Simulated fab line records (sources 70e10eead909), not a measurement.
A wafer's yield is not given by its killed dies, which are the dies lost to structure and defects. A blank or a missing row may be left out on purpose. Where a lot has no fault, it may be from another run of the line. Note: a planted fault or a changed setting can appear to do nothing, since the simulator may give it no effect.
Matching of chambers	flow nand harc	NHARC_A_WL_FILL_ALD_02 on ald metal-03 has 4 sister chambers
The step deposits TiN, target thk 2 nm, pulse time 3 s, ald cycles 100. 4 wafers are shown with their chamber, then 10 later ones without.

## WAFERS PAIRED WITH THEIR CHAMBERS
wafer	chamber	heater power w (W)
L086.5	1	1068
L086.6	0	1099
L090.1	2	1139
L090.5	3	1114

## WAFERS MISSING THEIR CHAMBER
wafer	heater power w (W)
L090.6	1117
L094.2	1095
L094.3	1113
L094.6	1130
L093.3	1036
L093.5	1089
L093.6	1096
L096.2	1110
L096.3	1065
L096.6	1069

## THE CHAMBER EACH PASSED THROUGH
wafer	from the rows above	in truth
L090.6	can't be placed: 3 or 0 or 2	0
L094.2	can't be placed: 0 or 3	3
L094.3	can't be placed: 3 or 0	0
L094.6	can't be placed: 2 or 3 or 0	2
L093.3	1	1
L093.5	can't be placed: 0 or 1 or 3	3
L093.6	can't be placed: 0 or 3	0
L096.2	can't be placed: 3 or 0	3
L096.3	1	1
L096.6	1	1
Placed correctly: 3 of 10. These rows do not allow placing 7 (true chamber among the candidates in 7). Wrongly placed: 0.
How it was worked out, from the rows above alone: a wafer's distance from a chamber is the root of the sum, over the readings, of the square of ((its reading less the chamber's mean) divided by the reading's scatter). If the next closest chamber is less than 2 further off than the closest, the wafer can't be placed; otherwise it belongs to the closest. For every chamber, the mean is computed from those of its wafers that are shown. The scatter: root of mean squared gap, hidden wafer to nearest shown wafer, with one shown wafer a chamber.
